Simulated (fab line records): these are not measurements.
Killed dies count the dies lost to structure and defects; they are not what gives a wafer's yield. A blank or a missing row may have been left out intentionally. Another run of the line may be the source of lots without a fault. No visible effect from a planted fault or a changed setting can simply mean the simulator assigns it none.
fab line records    flow nand-harc
record lots=11  wafers=33  last-day=33
route steps=1302 shown A_CHANNEL_HOLE_D2@587 A_CHANNEL_FILL_D2@613 END@1302
lots with no fault: from the same line, run without faults
start-h: the number of hours between the record's first day and the start of the first shown wafer of the lot    wait-h: how many hours have passed since the lot's step before this one    " unchanged from the row above    L1.1+2: several wafers, shown together as one row    - value missing, or start not given    * or withheld: withheld    < > ~ a bound
route shown NAME@n: names a module that has steps shown in the file, with the first one's number in the route    usual: average and standard deviation across the fault-free wafers    same: alike in all rows    chamber/n: place in a boat    sites: the reading at each site    _std_site: the standard deviation of these    _edge_site: outer sites' mean less inner sites'    radius-mm: how far each site lies from the wafer's centre    mask NAME#n: copy n    behind: the most recent tool/chamber to have shaped the wafer    hold: the reason the lot was held/the length of the hold in hours/how it ended    device: whichever transistor did not switch (one of n, p or np)    end of line: tests run on the same wafers once the route is complete    a step without rows: its recipe alone    killed: dies that structure and defects cost at the first sort, which is not the same as the wafer's yield    map: the dies of a wafer, with x for killed, . for not killed, _ for no die there
set.NAME: the setting the step ran with; set.NAME@STEP: the setting that earlier step ran with    model.NAME: the simulator's own value behind a step, which no gauge read
steps of the route over a sample of lots; a table a step, a row a wafer
services: from which hour (start-h, from the record's first day; less than 0 if before it) a tool's chamber was out of use, for how many hours, and why
## steps
# step NHARC_A_CHANNEL_HOLE_D2_ETCH_39
# recipe target-depth-a=2600  over-etch-frac=0.3  time-s=325  ion-energy-ev=200  n2-flow-sccm=150  h2-flow-sccm=150  ar-flow-sccm=0  rf-w=400  bias-w=150  chemistry=N2/H2
# usual drypump-motor-current-A=5.6/0.36  mfc-ar-sccm=0.009/0.01  oes-product-au=0.999/0.011  rf-vpp-V=430.4/2.6  showerhead-plenum-p-Torr=2.04/0.092  throttle-valve-pct=14.171/0.0094
# same time-s=325
lot.wafer  tool         chamber  start-h  wait-h  drypump-motor-current-A  mfc-ar-sccm  oes-product-au  rf-hours-counter-h  rf-vpp-V  showerhead-plenum-p-Torr  throttle-valve-pct
L416.2     rie-diel-12  2        -        -       5.1                      0            0.999           1.0                 427.1     1.94                      14.173
L416.1     "            1        "        "       6.2                      0.011        1.002           0.8                 428.5     2.02                      14.171
L416.5     "            2        "        "       5.1                      0            1.011           -                   429.3     1.94                      14.183
L418.1     rie-diel-05  3        -        -       6.2                      0            0.993           4.6                 430.7     2.11                      14.179
L418.4     "            0        "        "       5.3                      0.017        0.997           5.5                 434.7     2.17                      14.165
L418.5     "            2        "        "       5.6                      0            1.001           -                   427.5     1.97                      14.186
L424.1     rie-diel-12  2        -        -       5.1                      0            1.010           6.3                 426.1     1.94                      14.172
L424.3     "            3        "        "       5.9                      0.025        1.022           6.7                 427.1     1.94                      14.162
L424.6     "            1        "        "       6.3                      0.011        0.992           -                   430.9     2.01                      14.195
L428.3     rie-diel-02  3        -        -       5.2                      0.013        0.991           0.7                 432.1     2.10                      14.162
L428.4     "            0        "        "       5.5                      0.030        0.992           -                   427.4     1.93                      14.161
L428.6     "            1        "        "       5.7                      0.012        0.999           -                   432.1     2.11                      14.176
L430.1     rie-diel-05  1        -        -       5.5                      0            0.982           2.9                 434.2     2.12                      14.170
L430.2     "            2        "        "       5.6                      0            1.003           2.3                 427.0     1.96                      14.165
L430.4     "            2        "        "       5.6                      0            1.005           -                   428.0     1.96                      14.167
L433.2     rie-diel-05  3        -        -       6.2                      0            0.993           4.4                 432.2     2.11                      14.179
L433.1     "            0        "        "       5.3                      0.017        0.987           5.9                 435.3     2.17                      14.163
L433.3     "            1        "        "       5.4                      0            0.983           6.3                 433.1     2.12                      14.184
L435.3     rie-diel-12  2        -        -       5.1                      0            0.997           2.1                 426.8     1.93                      14.189
L435.6     "            3        "        "       5.9                      0.025        0.993           -                   427.1     1.94                      14.169
L435.5     "            0        "        "       5.5                      0            1.004           -                   432.5     2.15                      14.189
L434.1     rie-diel-05  1        -        -       5.5                      0            1.006           6.9                 432.6     2.12                      14.166
L434.4     "            3        "        "       6.2                      0            0.995           5.3                 431.1     2.11                      14.170
L434.5     "            1        "        "       5.4                      0            1.006           -                   432.9     2.12                      14.170
L436.2     rie-diel-12  3        -        -       5.9                      0.025        0.998           3.4                 426.7     1.94                      14.173
L436.4     "            2        "        "       5.2                      0            0.989           3.8                 427.4     1.93                      14.165
L436.6     "            0        "        "       5.5                      0            1.011           -                   432.6     2.15                      14.162
L438.2     rie-diel-12  2        -        -       5.1                      0            0.992           4.9                 427.6     1.93                      14.175
L438.1     "            3        "        "       5.9                      0.025        0.992           4.6                 427.1     1.94                      14.176
L438.6     "            3        "        "       5.9                      0.025        1.000           -                   427.6     1.94                      14.156
L437.2     rie-diel-05  1        -        -       5.4                      0            0.982           8.6                 432.4     2.12                      14.171
L437.1     "            2        "        "       5.6                      0            0.996           7.8                 429.8     1.96                      14.182
L437.5     "            1        "        "       5.4                      0            0.983           -                   431.4     2.12                      14.169
# step NHARC_A_CHANNEL_HOLE_D2_ETCH_23
# recipe bias-v=5000  source-w=withheld  pressure-mtorr=20  time-s=819  ar-flow-sccm=375  c4f8-flow-sccm=89.3  o2-flow-sccm=35.7  temp-c=-20  target-depth-a=16000  chemistry=C4F8/O2/Ar
# usual c4f8-flow-sccm=89.33/0.28  drypump-motor-current-A=5.58/0.11  mfc-ar-sccm=375.1/1.1  showerhead-plenum-p-Torr=3.66/0.11  throttle-valve-pct=32.155/0.0099
# same time-s=819
lot.wafer  tool         chamber  start-h  wait-h  c4f8-flow-sccm  drypump-motor-current-A  mfc-ar-sccm  rf-hours-counter-h  showerhead-plenum-p-Torr  throttle-valve-pct
L416.1     har-etch-02  0        306.55   0.5     89.01           5.63                     375.4        361                 3.66                      32.139
L416.2     "            1        "        "       89.37           5.53                     374.3        369                 3.62                      32.161
L416.5     "            0        "        "       89.21           5.61                     376.6        -                   3.66                      32.144
L418.1     har-etch-02  1        322.89   0.5     89.19           5.52                     376.0        372                 3.62                      32.148
L418.4     "            1        "        "       89.08           5.51                     374.6        -                   3.62                      32.148
L418.5     "            0        "        "       89.15           5.61                     375.2        -                   3.66                      32.155
L424.1     har-etch-01  1        395.16   0.5     89.17           5.48                     377.1        215                 3.66                      32.158
L424.3     "            0        "        "       89.02           5.72                     375.4        -                   3.56                      32.154
L424.6     "            1        "        "       89.51           5.48                     376.3        -                   3.66                      32.160
L428.3     har-etch-01  0        418.25   0.5     89.90           5.79                     374.3        -                   3.55                      32.162
L428.4     "            1        "        "       88.91           5.46                     375.3        -                   3.65                      32.160
L428.6     "            0        "        "       89.75           5.77                     375.6        -                   3.55                      32.168
L430.2     har-etch-01  0        450.42   0.5     89.31           5.76                     374.3        250                 3.54                      32.154
L430.1     "            1        "        "       89.42           5.47                     376.0        250                 3.64                      32.139
L430.4     "            0        "        "       89.21           5.76                     373.8        -                   3.54                      32.156
L433.2     har-etch-01  0        485.75   0.5     89.41           5.73                     373.7        269                 3.53                      32.149
L433.1     "            1        "        "       90.10           5.47                     375.5        269                 3.63                      32.159
L433.3     "            0        "        "       89.37           5.71                     374.6        -                   3.53                      32.152
L435.3     har-etch-01  1        495.94   0.5     89.58           5.46                     375.2        -                   3.63                      32.154
L435.5     "            0        "        "       89.57           5.70                     374.7        -                   3.53                      32.132
L435.6     "            1        "        "       89.76           5.45                     374.6        -                   3.63                      32.146
L434.1     har-etch-02  0        498.14   0.5     89.59           5.61                     376.3        58                  3.61                      32.154
L434.4     "            0        "        "       89.49           5.63                     376.6        -                   3.61                      32.152
L434.5     "            0        "        "       89.59           5.61                     376.4        -                   3.61                      32.144
L436.2     har-etch-02  1        516.25   0.5     89.08           5.47                     375.1        66                  3.90                      32.152
L436.4     "            0        "        "       89.52           5.61                     374.6        -                   3.60                      32.154
L436.6     "            1        "        "       89.41           5.47                     373.8        -                   3.89                      32.163
L438.2     har-etch-01  1        523.91   0.5     89.99           5.46                     375.3        288                 3.62                      32.156
L438.1     "            0        "        "       89.42           5.76                     374.5        288                 3.52                      32.157
L438.6     "            1        "        "       89.48           5.47                     372.9        -                   3.62                      32.166
L437.1     har-etch-02  1        524.56   0.5     89.23           5.51                     377.5        74                  3.89                      32.160
L437.2     "            0        "        "       89.02           5.61                     375.9        74                  3.60                      32.161
L437.5     "            0        "        "       89.15           5.58                     375.1        -                   3.60                      32.151
# step NHARC_A_CHANNEL_HOLE_D2_ETCH_25
# recipe bias-v=5000  source-w=withheld  pressure-mtorr=20  time-s=1040.2  ar-flow-sccm=375  c4f8-flow-sccm=93.8  o2-flow-sccm=31.2  temp-c=-20  target-depth-a=15000  chemistry=C4F8/O2/Ar
# usual c4f8-flow-sccm=93.77/0.29  drypump-motor-current-A=5.58/0.11  mfc-ar-sccm=375.0/1  showerhead-plenum-p-Torr=3.65/0.11  throttle-valve-pct=32.235/0.0094
# same time-s=1040.2
lot.wafer  tool         chamber  start-h  wait-h  c4f8-flow-sccm  drypump-motor-current-A  mfc-ar-sccm  rf-hours-counter-h  showerhead-plenum-p-Torr  throttle-valve-pct
L416.1     har-etch-02  0        308.03   0.6     93.40           5.61                     375.4        362                 3.66                      32.228
L416.2     "            1        "        "       93.93           5.48                     372.7        370                 3.61                      32.237
L416.5     "            0        "        "       93.47           5.58                     375.1        -                   3.66                      32.234
L418.1     har-etch-02  1        324.33   0.6     94.02           5.51                     375.9        374                 3.61                      32.236
L418.4     "            1        "        "       93.74           5.48                     375.0        -                   3.61                      32.226
L418.5     "            0        "        "       94.03           5.63                     374.3        -                   3.65                      32.247
L424.1     har-etch-01  1        396.61   0.6     93.10           5.48                     374.1        216                 3.66                      32.239
L424.3     "            0        "        "       93.85           5.71                     376.0        -                   3.55                      32.243
L424.6     "            1        "        "       93.24           5.49                     374.8        -                   3.66                      32.241
L428.3     har-etch-01  0        419.79   0.7     93.44           5.75                     376.1        -                   3.54                      32.241
L428.4     "            1        "        "       93.90           5.47                     376.6        -                   3.65                      32.240
L428.6     "            0        "        "       93.71           5.73                     375.7        -                   3.54                      32.242
L430.2     har-etch-01  0        451.87   0.6     93.86           5.72                     372.7        251                 3.53                      32.225
L430.1     "            1        "        "       93.78           5.44                     375.4        251                 3.64                      32.222
L430.4     "            0        "        "       93.60           5.73                     375.2        -                   3.53                      32.235
L433.2     har-etch-01  0        487.21   0.6     93.63           5.70                     372.7        270                 3.52                      32.237
L433.1     "            1        "        "       93.44           5.47                     375.8        270                 3.63                      32.224
L433.3     "            0        "        "       94.02           5.73                     374.4        -                   3.52                      32.213
L435.3     har-etch-01  1        497.49   0.7     93.82           5.48                     375.5        -                   3.63                      32.228
L435.5     "            0        "        "       93.87           5.77                     374.6        -                   3.52                      32.240
L435.6     "            1        "        "       94.01           5.49                     375.6        -                   3.63                      32.232
L434.1     har-etch-02  0        499.66   0.7     94.08           5.61                     374.9        60                  3.60                      32.240
L434.4     "            0        "        "       93.06           5.61                     373.9        -                   3.60                      32.250
L434.5     "            0        "        "       93.47           5.63                     376.2        -                   3.60                      32.232
L436.2     har-etch-02  1        517.70   0.6     93.56           5.48                     374.1        68                  3.89                      32.222
L436.4     "            0        "        "       93.61           5.63                     375.8        -                   3.60                      32.239
L436.6     "            1        "        "       93.72           5.49                     374.0        -                   3.89                      32.232
L438.2     har-etch-01  1        525.37   0.6     94.03           5.46                     377.0        289                 3.62                      32.226
L438.1     "            0        "        "       93.10           5.73                     376.0        289                 3.51                      32.225
L438.6     "            1        "        "       93.82           5.46                     373.9        -                   3.62                      32.241
L437.1     har-etch-02  1        526.02   0.6     93.80           5.47                     375.1        76                  3.88                      32.240
L437.2     "            0        "        "       94.32           5.61                     377.6        76                  3.60                      32.220
L437.5     "            0        "        "       94.06           5.62                     376.6        -                   3.60                      32.230
# step NHARC_A_CHANNEL_FILL_D2_ALD_03
# recipe target-thk-a=60  pulse-time-s=60  ald-cycles=58  temp-c=630  pressure-torr=2  material=SiNx
# usual ald-cycles=58/0  precursor-pulse-height-rel=1.003/0.02
lot.wafer  tool              chamber  start-h  wait-h  ald-cycles  precursor-pulse-height-rel
L416.1     ald-sin-batch-01  0        315.17   -       58          1.053
L416.2     "                 0        "        "       58          0.973
L416.5     "                 0        "        "       58          1.016
L418.1     ald-sin-batch-03  0        330.77   -       58          0.989
L418.4     "                 0        "        "       58          0.968
L418.5     "                 0        "        "       58          1.004
L424.1     ald-sin-batch-02  0        403.45   -       58          0.997
L424.3     "                 0        "        "       58          1.018
L424.6     "                 0        "        "       58          1.015
L428.3     ald-sin-batch-02  0        426.11   -       61          1.029
L428.4     "                 0        "        "       61          0.999
L428.6     "                 0        "        "       61          1.031
L430.1     ald-sin-batch-02  0        461.20   -       61          1.009
L430.2     "                 0        "        "       61          1.016
L430.4     "                 0        "        "       61          1.020
L433.1     ald-sin-batch-03  0        494.38   -       58          0.991
L433.2     "                 0        "        "       58          0.987
L433.3     "                 0        "        "       58          0.993
L434.1     ald-sin-batch-03  0        503.49   -       58          0.989
L434.4     "                 0        "        "       58          0.977
L434.5     "                 0        "        "       58          0.949
L435.3     ald-sin-batch-03  0        503.49   -       58          0.996
L435.5     "                 0        "        "       58          1.022
L435.6     "                 0        "        "       58          1.026
L436.2     ald-sin-batch-02  0        524.14   -       58          1.008
L436.4     "                 0        "        "       58          0.979
L436.6     "                 0        "        "       58          0.991
L437.1     ald-sin-batch-02  0        531.81   -       58          1.027
L437.2     "                 0        "        "       58          1.031
L437.5     "                 0        "        "       58          0.981
L438.1     ald-sin-batch-02  0        531.81   -       58          1.035
L438.2     "                 0        "        "       58          1.042
L438.6     "                 0        "        "       58          1.012
# step NHARC_END_SORT_01
# recipe temp-c=25
# usual killed-at-array=57/20  killed-at-other=1.0/1.5  killed-at-periphery=3.5/2.5  killed-dies=62/21  killed-open=3.5/1.9  killed-short=2.4/1.6
# same gross-dies=677
lot.wafer  tool       chamber  start-h  wait-h  killed-at-array  killed-at-other  killed-at-periphery  killed-dies  killed-open  killed-short
L416.1     prober-02  0        575.43   2.5     100              0                1                    101          2            2
L416.2     prober-02  0        576.23   2.8     77               0                1                    78           0            4
L416.5     prober-02  0        578.60   3.7     100              2                1                    103          5            3
L418.1     prober-02  0        590.24   2.5     73               2                7                    82           4            2
L418.4     prober-02  0        592.65   3.4     78               0                5                    83           2            2
L418.5     prober-02  0        593.45   3.7     74               1                3                    78           3            4
L424.1     prober-02  0        662.46   2.5     82               3                4                    89           2            4
L424.3     prober-02  0        664.06   3.1     92               5                0                    97           1            3
L424.6     prober-02  0        666.46   4.0     75               6                3                    84           1            1
L428.3     prober-01  0        694.13   3.1     70               8                9                    87           4            2
L428.4     prober-01  0        694.93   3.4     68               1                2                    71           1            0
L428.6     prober-01  0        696.55   4.0     48               3                1                    52           3            1
L430.1     prober-02  0        711.67   2.5     59               0                2                    61           3            1
L430.2     prober-02  0        712.46   2.8     54               0                1                    55           3            3
L430.4     prober-02  0        714.03   3.4     52               0                3                    55           7            3
L433.1     prober-01  0        764.94   2.5     69               0                0                    69           2            1
L433.2     prober-01  0        765.75   2.8     75               1                1                    77           6            2
L433.3     prober-01  0        766.56   3.1     61               0                5                    66           4            4
L435.3     prober-02  0        766.60   3.1     52               0                3                    55           4            4
L435.5     prober-02  0        768.21   3.7     53               0                3                    56           2            6
L435.6     prober-02  0        769.01   4.0     64               0                5                    69           5            2
L434.1     prober-01  0        772.83   2.5     33               2                4                    39           5            3
L434.4     prober-01  0        775.21   3.4     35               1                2                    38           3            3
L434.5     prober-01  0        776.00   3.7     28               0                5                    33           2            1
L436.2     prober-02  0        780.18   2.8     36               1                10                   47           1            3
L436.4     prober-02  0        781.80   3.4     25               0                12                   37           3            1
L436.6     prober-02  0        783.42   4.1     32               0                10                   42           6            4
L438.1     prober-02  0        793.51   2.5     73               0                5                    78           9            1
L438.2     prober-02  0        794.32   2.8     71               0                1                    72           3            0
L438.6     prober-02  0        797.53   4.0     69               0                0                    69           3            1
L437.1     prober-01  0        793.54   2.5     47               1                8                    56           1            3
L437.2     prober-01  0        794.32   2.8     41               2                1                    44           4            2
L437.5     prober-01  0        796.66   3.6     51               2                2                    55           6            2
# killed by level:class
L416.1 A_CHANNEL_HOLE_D1:chamber-film-flake=38 A_SLIT:chamber-film-flake=24 A_CHANNEL_HOLE_D2:chamber-film-flake=17 A_STAIRCASE:chamber-film-flake=9 A_CHANNEL_FILL_D2:chamber-film-flake=3 A_CONTACT:chamber-film-flake=3 A_ZERO_WELL:chamber-film-flake=2 A_ONON_D1:geometric-particle:short=1
L416.2 A_SLIT:chamber-film-flake=26 A_CHANNEL_HOLE_D2:chamber-film-flake=25 A_CHANNEL_HOLE_D1:chamber-film-flake=13 A_STAIRCASE:chamber-film-flake=7 A_CONTACT:chamber-film-flake=2 P_M0:geometric-particle:short=1 A_CHANNEL_FILL_D1:geometric-particle:short=1 A_WL_FILL:geometric-particle:short=1
L416.5 A_CHANNEL_HOLE_D2:chamber-film-flake=30 A_CHANNEL_HOLE_D1:chamber-film-flake=26 A_SLIT:chamber-film-flake=25 A_STAIRCASE:chamber-film-flake=6 A_WL_FILL:chamber-film-flake=3 A_ZERO_WELL:chamber-film-flake=2 A_CONTACT:chamber-film-flake=2 P_CONTACT:geometric-particle:open=1
L418.1 A_CHANNEL_HOLE_D2:chamber-film-flake=25 A_SLIT:chamber-film-flake=23 A_CONTACT:chamber-film-flake=8 P_CONTACT:chamber-film-flake=5 A_STAIRCASE:chamber-film-flake=4 A_CHANNEL_HOLE_D1:chamber-film-flake=2 A_CHANNEL_FILL_D1:chamber-film-flake=2 A_CHANNEL_FILL_D2:chamber-film-flake=2
L418.4 A_CHANNEL_HOLE_D2:chamber-film-flake=32 A_SLIT:chamber-film-flake=26 A_STAIRCASE:chamber-film-flake=9 P_CONTACT:chamber-film-flake=3 A_CHANNEL_FILL_D1:geometric-particle:short=2 A_CHANNEL_HOLE_D1:chamber-film-flake=2 A_CHANNEL_FILL_D2:chamber-film-flake=2 A_CHANNEL_FILL_D1:geometric-particle:open=1
L418.5 A_CHANNEL_HOLE_D2:chamber-film-flake=28 A_SLIT:chamber-film-flake=24 A_STAIRCASE:chamber-film-flake=6 P_CONTACT:chamber-film-flake=3 A_CHANNEL_HOLE_D1:chamber-film-flake=3 A_CONTACT:chamber-film-flake=3 A_CHANNEL_FILL_D1:chamber-film-flake=2 A_CHANNEL_FILL_D1:geometric-particle:short=1
L424.1 A_SLIT:chamber-film-flake=30 A_CHANNEL_HOLE_D1:chamber-film-flake=28 A_CHANNEL_HOLE_D2:chamber-film-flake=9 A_STAIRCASE:chamber-film-flake=5 A_CONTACT:chamber-film-flake=4 THIN_TSV:chamber-film-flake=3 A_M0:geometric-particle:short=2 A_DECK1_JOINT:chamber-film-flake=2
L424.3 A_CHANNEL_HOLE_D1:chamber-film-flake=36 A_SLIT:chamber-film-flake=34 A_CHANNEL_HOLE_D2:chamber-film-flake=15 THIN_TSV:chamber-film-flake=4 A_CONTACT:chamber-film-flake=3 A_DECK1_JOINT:geometric-particle:short=1 A_CHANNEL_FILL_D2:geometric-particle:short=1 A_CHANNEL_FILL_D2:geometric-particle:open=1
L424.6 A_CHANNEL_HOLE_D1:chamber-film-flake=31 A_SLIT:chamber-film-flake=26 A_CHANNEL_HOLE_D2:chamber-film-flake=10 THIN_TSV:chamber-film-flake=6 P_ZERO_WELL:chamber-film-flake=3 A_STAIRCASE:chamber-film-flake=3 A_CONTACT:chamber-film-flake=2 A_WL_FILL:geometric-particle:short=1
L428.3 A_SLIT:chamber-film-flake=31 A_CHANNEL_HOLE_D2:chamber-film-flake=23 A_CONTACT:chamber-film-flake=7 THIN_TSV:chamber-film-flake=7 P_GATE:chamber-film-flake=4 A_CHANNEL_HOLE_D1:chamber-film-flake=4 P_M1:chamber-film-flake=3 A_CONTACT:geometric-particle:open=2
L428.4 A_SLIT:chamber-film-flake=26 A_CHANNEL_HOLE_D2:chamber-film-flake=24 A_CHANNEL_HOLE_D1:chamber-film-flake=11 A_STAIRCASE:chamber-film-flake=3 A_CONTACT:chamber-film-flake=2 A_M1:geometric-particle:open=1 P_GATE:chamber-film-flake=1 P_M1:chamber-film-flake=1
L428.6 A_SLIT:chamber-film-flake=28 A_CHANNEL_HOLE_D2:chamber-film-flake=8 A_CHANNEL_HOLE_D1:chamber-film-flake=4 A_CONTACT:chamber-film-flake=2 THIN_TSV:chamber-film-flake=2 A_DECK1_JOINT:geometric-particle:short=1 A_CHANNEL_FILL_D2:geometric-particle:open=1 A_M0:geometric-particle:open=1
L430.1 A_SLIT:chamber-film-flake=26 A_CHANNEL_HOLE_D2:chamber-film-flake=20 A_CHANNEL_HOLE_D1:chamber-film-flake=3 A_M0:geometric-particle:open=2 A_STAIRCASE:chamber-film-flake=2 A_CONTACT:chamber-film-flake=2 A_DECK1_JOINT:geometric-particle:open=1 A_M1:geometric-particle:short=1
L430.2 A_SLIT:chamber-film-flake=27 A_CHANNEL_HOLE_D2:chamber-film-flake=8 A_CHANNEL_HOLE_D1:chamber-film-flake=7 A_STAIRCASE:chamber-film-flake=3 A_SOURCE_PLATE:geometric-particle:short=2 A_M0:geometric-particle:open=2 A_CONTACT:chamber-film-flake=2 A_CHANNEL_FILL_D1:geometric-particle:short=1
L430.4 A_SLIT:chamber-film-flake=25 A_CHANNEL_HOLE_D2:chamber-film-flake=10 A_CHANNEL_HOLE_D1:chamber-film-flake=3 A_DECK1_JOINT:chamber-film-flake=2 A_SOURCE_PLATE:geometric-particle:short=1 A_ONON_D1:geometric-particle:open=1 A_CHANNEL_FILL_D1:geometric-particle:open=1 A_DECK1_JOINT:geometric-particle:open=1
L433.1 A_CHANNEL_HOLE_D2:chamber-film-flake=29 A_CHANNEL_HOLE_D1:chamber-film-flake=14 A_STAIRCASE:chamber-film-flake=9 A_SLIT:chamber-film-flake=6 A_CONTACT:chamber-film-flake=3 A_ZERO_WELL:chamber-film-flake=2 A_CHANNEL_FILL_D1:geometric-particle:open=1 A_CHANNEL_FILL_D2:geometric-particle:open=1
L433.2 A_CHANNEL_HOLE_D2:chamber-film-flake=30 A_CHANNEL_HOLE_D1:chamber-film-flake=14 A_STAIRCASE:chamber-film-flake=11 A_SLIT:chamber-film-flake=6 A_CONTACT:chamber-film-flake=5 A_ONON_D1:geometric-particle:open=3 P_M0:geometric-particle:open=1 A_CHANNEL_FILL_D1:geometric-particle:short=1
L433.3 A_CHANNEL_HOLE_D2:chamber-film-flake=23 A_STAIRCASE:chamber-film-flake=10 A_SLIT:chamber-film-flake=9 A_CHANNEL_HOLE_D1:chamber-film-flake=5 P_GATE:chamber-film-flake=4 A_ZERO_WELL:chamber-film-flake=3 A_CONTACT:chamber-film-flake=3 A_CHANNEL_FILL_D2:geometric-particle:short=2
L435.3 A_CHANNEL_HOLE_D2:chamber-film-flake=24 A_CHANNEL_HOLE_D1:chamber-film-flake=9 A_CONTACT:chamber-film-flake=6 A_SLIT:chamber-film-flake=4 P_CONTACT:geometric-particle:open=1 A_CHANNEL_HOLE_D1:geometric-particle:short=1 A_DECK1_JOINT:geometric-particle:open=1 A_DECK1_JOINT:geometric-particle:short=1
L435.5 A_CHANNEL_HOLE_D2:chamber-film-flake=28 A_SLIT:chamber-film-flake=6 A_CHANNEL_HOLE_D1:chamber-film-flake=5 A_CONTACT:chamber-film-flake=5 A_ONON_D1:geometric-particle:short=2 A_CHANNEL_HOLE_D1:geometric-particle:short=2 P_M2:chamber-film-flake=2 A_CHANNEL_FILL_D1:geometric-particle:short=1
L435.6 A_CHANNEL_HOLE_D2:chamber-film-flake=29 A_CHANNEL_HOLE_D1:chamber-film-flake=13 A_SLIT:chamber-film-flake=7 P_ZERO_WELL:chamber-film-flake=3 A_STAIRCASE:chamber-film-flake=3 A_CONTACT:chamber-film-flake=3 P_M0:geometric-particle:open=1 A_ONON_D1:geometric-particle:open=1
L434.1 A_CHANNEL_HOLE_D1:chamber-film-flake=15 A_SLIT:chamber-film-flake=7 A_CONTACT:chamber-film-flake=5 A_CHANNEL_FILL_D1:geometric-particle:short=2 A_CHANNEL_HOLE_D2:chamber-film-flake=2 P_GATE:geometric-particle:open=1 P_M1:geometric-particle:short=1 P_M1:geometric-particle:open=1
L434.4 A_CHANNEL_HOLE_D1:chamber-film-flake=13 A_SLIT:chamber-film-flake=9 A_CHANNEL_FILL_D2:geometric-particle:open=2 A_CHANNEL_FILL_D2:chamber-film-flake=2 A_STAIRCASE:chamber-film-flake=2 A_CONTACT:chamber-film-flake=2 A_CHANNEL_FILL_D2:geometric-particle:short=1 A_WL_FILL:geometric-particle:short=1
L434.5 A_CHANNEL_HOLE_D1:chamber-film-flake=14 P_M2:chamber-film-flake=4 A_SLIT:chamber-film-flake=4 A_CONTACT:chamber-film-flake=3 A_STAIRCASE:chamber-film-flake=2 A_CHANNEL_FILL_D1:geometric-particle:short=1 A_DECK1_JOINT:geometric-particle:open=1 A_CHANNEL_FILL_D2:geometric-particle:open=1
L436.2 A_CONTACT:chamber-film-flake=20 A_SLIT:chamber-film-flake=7 P_STI:chamber-film-flake=3 P_CONTACT:chamber-film-flake=3 P_M1:chamber-film-flake=2 A_ONON_D2:geometric-particle:short=1 A_WL_FILL:geometric-particle:short=1 A_CONTACT:geometric-particle:short=1
L436.4 A_CONTACT:chamber-film-flake=11 P_STI:chamber-film-flake=6 A_SLIT:chamber-film-flake=6 A_STAIRCASE:chamber-film-flake=4 P_ZERO_WELL:chamber-film-flake=2 A_CHANNEL_HOLE_D1:unspecified=2 P_STI:geometric-particle:open=1 P_GATE:geometric-particle:open=1
L436.6 A_SLIT:chamber-film-flake=7 A_CONTACT:chamber-film-flake=7 A_STAIRCASE:chamber-film-flake=4 P_STI:chamber-film-flake=3 A_CHANNEL_HOLE_D1:unspecified=3 A_ONON_D2:geometric-particle:open=2 A_M0:geometric-particle:open=2 P_CONTACT:chamber-film-flake=2
L438.1 A_CHANNEL_HOLE_D2:chamber-film-flake=27 A_CHANNEL_HOLE_D1:chamber-film-flake=13 A_CONTACT:chamber-film-flake=10 A_SLIT:chamber-film-flake=8 A_M1:chamber-film-flake=3 P_CONTACT:geometric-particle:open=2 P_STI:chamber-film-flake=2 A_STAIRCASE:chamber-film-flake=2
L437.1 A_SLIT:chamber-film-flake=33 P_BONDPAD:chamber-film-flake=5 A_CONTACT:chamber-film-flake=3 P_STI:chamber-film-flake=2 A_CHANNEL_HOLE_D1:chamber-film-flake=2 A_M1:chamber-film-flake=2 A_CHANNEL_FILL_D1:geometric-particle:short=1 A_ONON_D2:geometric-particle:short=1
L438.2 A_CHANNEL_HOLE_D2:chamber-film-flake=21 A_CHANNEL_HOLE_D1:chamber-film-flake=14 A_CONTACT:chamber-film-flake=14 A_SLIT:chamber-film-flake=11 A_WL_FILL:chamber-film-flake=4 A_STAIRCASE:chamber-film-flake=2 A_M1:chamber-film-flake=2 A_CHANNEL_FILL_D1:geometric-particle:open=1
L437.2 A_SLIT:chamber-film-flake=28 A_CONTACT:chamber-film-flake=6 THIN_TSV:chamber-film-flake=2 P_CONTACT:geometric-particle:short=1 A_CHANNEL_FILL_D2:geometric-particle:short=1 A_SGD_CUT:geometric-particle:open=1 A_M0:geometric-particle:open=1 A_M1:geometric-particle:open=1
L437.5 A_SLIT:chamber-film-flake=33 A_CONTACT:chamber-film-flake=4 A_CHANNEL_FILL_D2:geometric-particle:open=2 A_STAIRCASE:chamber-film-flake=2 THIN_TSV:chamber-film-flake=2 P_M0:geometric-particle:open=1 A_ONON_D1:geometric-particle:open=1 A_DECK1_JOINT:geometric-particle:short=1
L438.6 A_CHANNEL_HOLE_D2:chamber-film-flake=26 A_CHANNEL_HOLE_D1:chamber-film-flake=15 A_SLIT:chamber-film-flake=9 A_CONTACT:chamber-film-flake=8 A_STAIRCASE:chamber-film-flake=3 A_CHANNEL_FILL_D1:geometric-particle:open=2 A_CHANNEL_FILL_D1:geometric-particle:short=1 A_M0:geometric-particle:open=1
## services
tool              chamber  start-h  hours  kind
rie-diel-12       1        287.32   1.9    repair
rie-diel-05       0        288.36   4.4    repair
rie-diel-02       2        333.14   15.6   repair
rie-diel-05       0        349.70   15.0   repair
rie-diel-05       3        377.54   7.5    repair
har-etch-02       -        379.59   17.0   pm
har-etch-02       0        379.59   17.0   vent-cycle
har-etch-02       1        379.59   17.0   vent-cycle
rie-diel-02       0        386.61   6.0    repair
rie-diel-02       -        393.70   9.0    pm
rie-diel-12       3        393.75   4.5    repair
har-etch-02       0        396.59   -      clean
har-etch-02       0        396.59   -      consumable-replace:focus-ring
har-etch-02       1        396.59   -      clean
har-etch-02       1        396.59   -      consumable-replace:focus-ring
rie-diel-05       -        406.71   9.0    pm
rie-diel-02       2        415.26   9.6    repair
ald-sin-batch-02  -        415.46   1.5    repair
rie-diel-02       2        431.89   5.2    repair
rie-diel-05       3        437.11   14.2   repair
rie-diel-12       -        445.40   9.0    pm
rie-diel-12       0        457.73   8.2    repair
rie-diel-02       0        499.35   2.9    repair
ald-sin-batch-01  -        506.00   26.0   pm
## key
first-sign step=NHARC_A_CHANNEL_FILL_D2_ALD_03  reading=ald-cycles  direction=up  sigmas=99+  usual=58  struck=61
effect none on later readings
met-at NHARC_A_CHANNEL_FILL_D2_ALD_03
struck-lots L428,L430
tester-left-out L428,L430
not-acting-at NHARC_A_CHANNEL_HOLE_D2_ETCH_39,NHARC_A_CHANNEL_HOLE_D2_ETCH_23,NHARC_A_CHANNEL_HOLE_D2_ETCH_25
onset-between 403.45 426.11
fault kind=process-parameter-drift  tool=ald-sin-batch-02  chamber=-  onset-h=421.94  steps=NHARC_A_CHANNEL_FILL_D2_ALD_03  channel=ald-cycles  offset=3  shape=step  end-h=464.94  acts-in=these-recipes-only  stated=58
# tester-left-out: of these lots the tester's yield and bins aren't shown, on N5 and GAA mostly nor the transistor test; their killed dies are dies lost to structure and defects alone, not to doping, threshold or leakage, so they don't give the yield
